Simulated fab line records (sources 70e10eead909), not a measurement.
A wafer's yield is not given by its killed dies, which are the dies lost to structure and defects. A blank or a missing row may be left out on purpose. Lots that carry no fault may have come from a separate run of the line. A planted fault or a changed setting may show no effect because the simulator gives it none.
fab line records	flow nandHarc
record: lots: 13	wafers: 39	lastDay: 25
route steps=1159 shown A_STAIRCASE@688 A_M1@1058 A_BONDPAD@1060 THIN_TSV@1102 END@1159
lots untouched by any fault: they come from a run of this same line in which no faults occurred
startH: the number of hours between the record's first day and the start of the first shown wafer of the lot	waitH: how many hours have passed since the lot's step before this one	" the same as in the row above	L1.1+2: one row covering several wafers at once	- no value, or no start given	* or withheld: withheld	< > ~ a bound
route shown NAME@n: NAME is a module with steps in the file, n the number in the route of the first one	usual: average and standard deviation across the fault-free wafers	same: alike in all rows	chamber/n: place in a boat	sites: readings site by site	_std_site: the values' standard deviation	_edge_site: outer sites' mean less inner sites'	radiusMm: how far each site lies from the wafer's centre	mask NAME#n: copy n	behind: tool/chamber where the wafer was last shaped	hold: what put the lot on hold/how long, in hours/how the hold closed	device: the transistor (n, p or np) that didn't switch	end of line: the tests these same wafers got at the end of their route	a step with no rows: only its recipe	killed: count of dies lost to structure and defects at first sort (not the wafer's yield)	map: dies across one wafer; x = killed, . = not, _ = none there
set.NAME: the setting the step ran with; set.NAME@STEP: the setting that earlier step ran with	model.NAME: the simulator's own value behind a step, which no gauge read
the route's steps for a sample of lots (tables are steps, rows are wafers)
services: from which hour (startH, from the record's first day; less than 0 if before it) a tool's chamber was out of use, for how many hours, and why
== steps ==
step: NHARC_A_STAIRCASE_ETCH_313
recipe: cf4FlowSccm: 100	chf3FlowSccm: 30	arFlowSccm: 0	rfW: 500	biasW: 200	chemistry: CF4/CHF3
usual: drypumpMotorCurrentA: 5.5/0.39	oesProductAu: 0.939/0.019	rfVppV: 370.6/2.7	showerheadPlenumPTorr: 1.58/0.075	throttleValvePct: 16.803/0.0093
lot.wafer	tool	chamber	startH	waitH	drypumpMotorCurrentA	oesProductAu	rfHoursCounterH	rfVppV	showerheadPlenumPTorr	throttleValvePct
L483.2	rieDiel-10	0	265.37	0.1	5.2	0.927	29	368.1	1.49	16.797
L483.3	"	1	"	"	5.4	0.923	27	374.1	1.69	16.806
L483.5	"	0	"	"	5.2	0.937	-	366.9	1.49	16.794
L481.3	rieDiel-05	1	266.37	0.1	6.0	0.965	32	369.8	1.57	16.815
L481.2	"	2	"	"	5.3	0.967	31	372.6	1.59	16.797
L481.5	"	0	"	"	6.0	0.981	-	367.5	1.46	16.792
L482.2	rieDiel-05	0	269.54	0.1	6.1	0.955	35	367.6	1.46	16.798
L482.5	"	0	"	"	6.0	0.948	-	366.6	1.46	16.802
L482.6	"	1	"	"	6.0	0.950	-	368.8	1.57	16.806
L484.3	rieDiel-05	1	286.67	0.1	6.0	0.927	38	369.5	1.56	16.823
L484.2	"	0	"	"	6.1	0.916	41	366.4	1.46	16.796
L484.6	"	1	"	"	6.0	0.923	-	370.2	1.56	16.788
L489.2	rieDiel-10	2	316.78	0.1	6.1	0.930	46	373.8	1.65	16.809
L489.1	"	0	"	"	5.2	0.926	47	369.0	1.49	16.807
L489.5	"	2	"	"	6.1	0.936	-	372.0	1.65	16.811
L494.1	rieDiel-10	1	339.47	0.1	5.4	0.922	55	375.1	1.69	16.792
L494.4	"	2	"	"	6.1	0.924	54	372.4	1.65	16.796
L494.2	"	3	"	"	5.3	0.920	56	372.5	1.63	16.808
L493.1	rieDiel-01	1	339.65	0.1	6.0	0.947	6	372.1	1.63	16.789
L493.3	"	2	"	"	5.4	0.963	7	368.5	1.49	16.793
L493.5	"	0	"	"	5.5	0.942	-	367.8	1.51	16.805
L492.3	rieDiel-10	0	347.20	0.1	5.2	0.933	59	368.2	1.49	16.779
L492.5	"	0	"	"	5.2	0.927	-	368.3	1.49	16.799
L492.6	"	1	"	"	5.4	0.917	-	374.9	1.68	16.791
L497.3	rieDiel-01	2	367.64	0.1	5.4	0.934	21	369.6	1.49	16.810
L497.2	"	3	"	"	5.0	0.929	22	373.9	1.69	16.809
L497.1	"	0	"	"	5.6	0.928	21	366.1	1.51	16.818
L498.4	rieDiel-10	3	370.92	0.1	5.3	0.920	3	370.8	1.62	16.811
L498.1	"	0	"	"	5.2	0.924	3	367.5	1.49	16.799
L498.3	"	1	"	"	5.4	0.925	3	374.7	1.68	16.818
L501.2	rieDiel-01	3	383.52	0.1	5.0	0.936	30	373.3	1.69	16.811
L501.5	"	1	"	"	6.0	0.915	-	372.3	1.63	16.796
L501.6	"	3	"	"	5.0	0.929	-	375.5	1.69	16.797
L503.1	rieDiel-05	3	387.15	0.1	5.0	0.943	15	369.5	1.53	16.811
L503.2	"	0	"	"	6.1	0.935	13	374.3	1.70	16.821
L503.5	"	2	"	"	5.3	0.938	-	371.1	1.58	16.800
L502.1	rieDiel-01	2	390.93	0.1	5.4	0.931	23	367.2	1.48	16.808
L502.5	"	1	"	"	6.0	0.924	-	372.3	1.63	16.810
L502.6	"	2	"	"	5.4	0.938	-	365.2	1.49	16.828
step: NHARC_A_M1_DEP_33
recipe: targetThkA: 300	tempC: 370	targetThkNm: 30	pressureTorr: 3	flowSccm: 200	rfW: 450	material: SiCN
usual: heaterPowerOuterW: 333/56	heaterPowerW: 601/55
lot.wafer	tool	chamber	startH	waitH	heaterPowerOuterW	heaterPowerW
L481.3	pecvd-04	2	408.95	0.1	441	675
L481.2	"	1	"	"	313	601
L481.5	"	0	"	"	309	582
L483.2	pecvd-01	2	411.43	0.1	253	516
L483.3	"	0	"	"	448	745
L483.5	"	1	"	"	375	586
L482.2	pecvd-01	1	412.31	0.1	356	565
L482.5	"	0	"	"	335	620
L482.6	"	1	"	"	360	592
L484.2	pecvd-03	1	432.83	0.1	261	555
L484.3	"	2	"	"	272	500
L484.6	"	0	"	"	325	572
L489.1	pecvd-03	0	462.85	0.1	316	579
L489.2	"	1	"	"	280	566
L489.5	"	2	"	"	278	491
L494.1	pecvd-01	2	482.83	0.1	308	619
L494.2	"	0	"	"	348	622
L494.4	"	1	"	"	391	615
L493.1	pecvd-01	2	487.59	0.1	255	564
L493.3	"	0	"	"	316	592
L493.5	"	1	"	"	296	500
L492.3	pecvd-04	1	490.39	0.1	286	574
L492.5	"	0	"	"	286	558
L492.6	"	1	"	"	289	572
L497.2	pecvd-03	1	523.12	0.1	313	634
L497.1	"	2	"	"	288	514
L497.3	"	0	"	"	269	525
L498.3	pecvd-04	1	523.24	0.1	256	540
L498.1	"	0	"	"	324	596
L498.4	"	0	"	"	311	612
L501.2	pecvd-01	0	532.99	0.1	385	690
L501.5	"	1	"	"	337	566
L501.6	"	0	"	"	388	671
L503.2	pecvd-01	0	535.58	0.1	385	649
L503.1	"	2	"	"	257	549
L503.5	"	0	"	"	374	665
L502.1	pecvd-04	1	552.93	0.1	335	679
L502.5	"	2	"	"	421	661
L502.6	"	0	"	"	312	594
step: NHARC_A_BONDPAD_CMP_29
recipe: targetThkNm: 200	material: SiCN
usual: motorCurrentA: 12.0/1.1	retainingRingPressureFrac: 0.999/0.0049
lot.wafer	tool	chamber	startH	waitH	motorCurrentA	retainingRingPressureFrac
L481.2	cmp-01	2	409.90	-	11.6	1.001
L481.3	"	0	"	"	13.0	0.993
L481.5	"	3	"	"	11.5	0.999
L483.2	cmp-02	3	412.37	-	12.4	1.001
L483.3	"	0	"	"	11.2	1.003
L483.5	"	3	"	"	12.9	1.001
L482.2	cmp-02	0	413.28	-	12.1	0.989
L482.6	"	1	"	"	12.9	0.994
L482.5	"	2	"	"	11.6	0.999
L484.3	cmp-01	1	433.79	-	9.9	1.006
L484.2	"	2	"	"	12.3	1.002
L484.6	"	1	"	"	10.3	1.009
L489.2	cmp-02	3	463.82	-	13.2	1.000
L489.1	"	0	"	"	12.6	0.999
L489.5	"	2	"	"	11.8	1.012
L494.4	cmp-01	1	483.81	-	10.5	1.001
L494.2	"	2	"	"	12.1	0.996
L494.1	"	3	"	"	10.9	0.999
L493.3	cmp-01	1	488.51	-	10.0	0.992
L493.1	"	2	"	"	11.9	1.004
L493.5	"	1	"	"	10.0	1.005
L492.3	cmp-03	0	491.34	-	11.6	0.995
L492.5	"	1	"	"	15.1	0.994
L492.6	"	2	"	"	12.7	0.995
L497.2	cmp-01	1	524.09	-	10.4	1.006
L497.3	"	2	"	"	11.8	1.003
L497.1	"	0	"	"	14.3	1.000
L498.1	cmp-01	1	524.36	-	10.7	1.000
L498.4	"	2	"	"	12.4	1.000
L498.3	"	0	"	"	13.5	1.002
L501.2	cmp-02	2	533.87	-	11.2	0.998
L501.5	"	2	"	"	11.0	0.998
L501.6	"	3	"	"	12.8	0.996
L503.2	cmp-03	1	536.59	-	13.7	1.003
L503.1	"	2	"	"	12.3	0.991
L503.5	"	3	"	"	13.1	0.990
L502.1	cmp-01	0	553.93	-	13.7	0.996
L502.6	"	1	"	"	10.3	0.998
L502.5	"	2	"	"	12.5	1.009
step: NHARC_THIN_TSV_CMP_01
recipe: targetThkUm: 3
usual: motorCurrentA: 12.5/1	retainingRingPressureFrac: 1.001/0.0048
lot.wafer	tool	chamber	startH	waitH	motorCurrentA	retainingRingPressureFrac
L481.2	cmp-02	2	427.96	0.8	11.5	1.000
L481.3	"	0	"	"	12.2	0.996
L481.5	"	3	"	"	13.0	0.999
L483.2	cmp-03	2	429.18	0.9	12.7	1.005
L483.3	"	0	"	"	11.4	1.008
L483.5	"	2	"	"	12.8	1.005
L482.2	cmp-02	0	433.03	0.9	12.0	0.993
L482.6	"	1	"	"	12.8	1.002
L482.5	"	2	"	"	11.6	0.993
L484.2	cmp-04	2	448.78	0.8	11.7	0.996
L484.3	"	0	"	"	11.5	1.001
L484.6	"	2	"	"	12.0	1.002
L489.2	cmp-02	2	479.45	0.9	11.6	1.000
L489.1	"	3	"	"	13.2	0.998
L489.5	"	1	"	"	12.6	1.002
L494.1	cmp-03	3	500.17	1.1	13.1	1.001
L494.2	"	0	"	"	11.6	0.998
L494.4	"	1	"	"	14.2	1.001
L493.1	cmp-04	2	501.38	1.1	12.1	1.001
L493.3	"	3	"	"	13.7	0.996
L493.5	"	2	"	"	12.3	1.002
L492.3	cmp-02	2	513.18	0.7	10.7	0.994
L492.6	"	0	"	"	11.6	1.007
L492.5	"	1	"	"	13.5	0.996
L497.1	cmp-03	1	539.24	1.0	14.9	1.001
L497.2	"	2	"	"	12.3	0.996
L497.3	"	3	"	"	13.1	1.000
L498.4	cmp-04	3	540.43	0.4	14.1	1.003
L498.1	"	0	"	"	11.7	1.009
L498.3	"	1	"	"	11.6	0.999
L501.2	cmp-04	2	548.90	0.8	11.8	1.017
L501.5	"	2	"	"	12.3	1.004
L501.6	"	3	"	"	14.2	0.990
L503.1	cmp-02	1	550.13	1.1	13.1	1.003
L503.2	"	3	"	"	13.7	1.003
L503.5	"	1	"	"	12.8	1.008
L502.1	cmp-03	0	568.65	1.0	12.4	0.999
L502.6	"	3	"	"	13.3	0.999
L502.5	"	0	"	"	11.1	0.997
step: NHARC_END_SORT_01
recipe: tempC: 25
usual: killedAtArray: 28/8.9	killedAtOther: 0.8/1.2	killedAtPeriphery: 3.3/2.3	killedDies: 32/9.4	killedOpen: 3.2/1.8	killedShort: 1.9/1.4
same: grossDies: 677
lot.wafer	tool	chamber	startH	waitH	killedAtArray	killedAtOther	killedAtPeriphery	killedDies	killedOpen	killedShort
L484.2	prober-02	0	467.78	2.8	111	0	4	115	2	2
L484.3	prober-02	0	468.59	3.1	26	1	7	34	1	1
L484.6	prober-02	0	471.02	4.0	20	0	8	28	4	2
killed by level:class
L484.2 A_STAIRCASE:unspecified=92 A_CHANNEL_HOLE_D1:chamberFilmFlake=10 A_ZERO_WELL:chamberFilmFlake=4 A_STAIRCASE:chamberFilmFlake=3 P_GATE:chamberFilmFlake=2 P_GATE:geometricParticle:open=1 P_M0:geometricParticle:short=1 A_WL_FILL:geometricParticle:short=1
L484.3 A_CHANNEL_HOLE_D1:chamberFilmFlake=17 A_ZERO_WELL:chamberFilmFlake=4 P_GATE:chamberFilmFlake=3 A_STAIRCASE:chamberFilmFlake=2 P_CONTACT:geometricParticle:open=1 P_M1:geometricParticle:short=1 P_ZERO_WELL:chamberFilmFlake=1 P_BONDPAD:chamberFilmFlake=1
L484.6 A_CHANNEL_HOLE_D1:chamberFilmFlake=15 P_GATE:chamberFilmFlake=4 P_GATE:geometricParticle:open=1 P_CONTACT:geometricParticle:open=1 A_CHANNEL_FILL_D1:geometricParticle:short=1 A_SGD_CUT:geometricParticle:open=1 A_CONTACT:geometricParticle:open=1 A_M1:geometricParticle:short=1
== services ==
tool	chamber	startH	hours	kind
cmp-03	-	254.09	4.0	pm
cmp-01	-	288.97	7.4	repair
cmp-01	-	300.09	4.0	pm
cmp-02	-	311.00	0.5	repair
cmp-01	-	313.71	0.3	repair
cmp-03	-	316.62	0.7	repair
cmp-02	-	324.50	4.0	pm
cmp-01	-	327.60	0.9	repair
cmp-03	-	352.09	4.0	pm
cmp-03	-	356.86	2.2	repair
cmp-03	-	365.61	2.2	repair
cmp-01	-	383.21	0.2	repair
cmp-02	-	388.52	1.0	repair
cmp-01	-	398.15	4.0	pm
cmp-02	-	422.50	4.0	pm
cmp-01	-	434.06	0.8	repair
cmp-01	-	447.12	0.3	repair
cmp-02	-	473.90	2.3	repair
cmp-02	-	481.60	12.2	repair
cmp-02	-	494.38	0.8	repair
cmp-01	-	496.17	4.0	pm
cmp-02	-	520.50	4.0	pm
cmp-02	-	526.26	0.9	repair
cmp-02	-	561.84	1.7	repair
== key ==
firstSign: step: NHARC_END_SORT_01	reading: killedAtArray	direction: up	sigmas: 9.3	usual: 28	struck: 111
effect: step: NHARC_END_SORT_01	reading: killedDies	direction: up	sigmas: 8.8	usual: 32	struck: 115
moreKillsBornAt: NHARC_A_STAIRCASE_ETCH_313@rieDiel-05: 92
metAt NHARC_A_STAIRCASE_ETCH_313
struckLots L484
struckWafers L484.2
testerLeftOut L484
notActingAt NHARC_A_M1_DEP_33,NHARC_A_BONDPAD_CMP_29,NHARC_THIN_TSV_CMP_01
onsetBetween 269.54 286.67
fault: kind: chamberParticleSource	tool: rieDiel-05	chamber: 0	onsetH: 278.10	steps: NHARC_A_STAIRCASE_ETCH_313	ratePerVisitCm2: 1.2217	endH: 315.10
testerLeftOut: of these lots the tester's yield and bins aren't shown, on N5 and GAA mostly nor the transistor test; their killed dies are dies lost to structure and defects alone, not to doping, threshold or leakage, so they don't give the yield
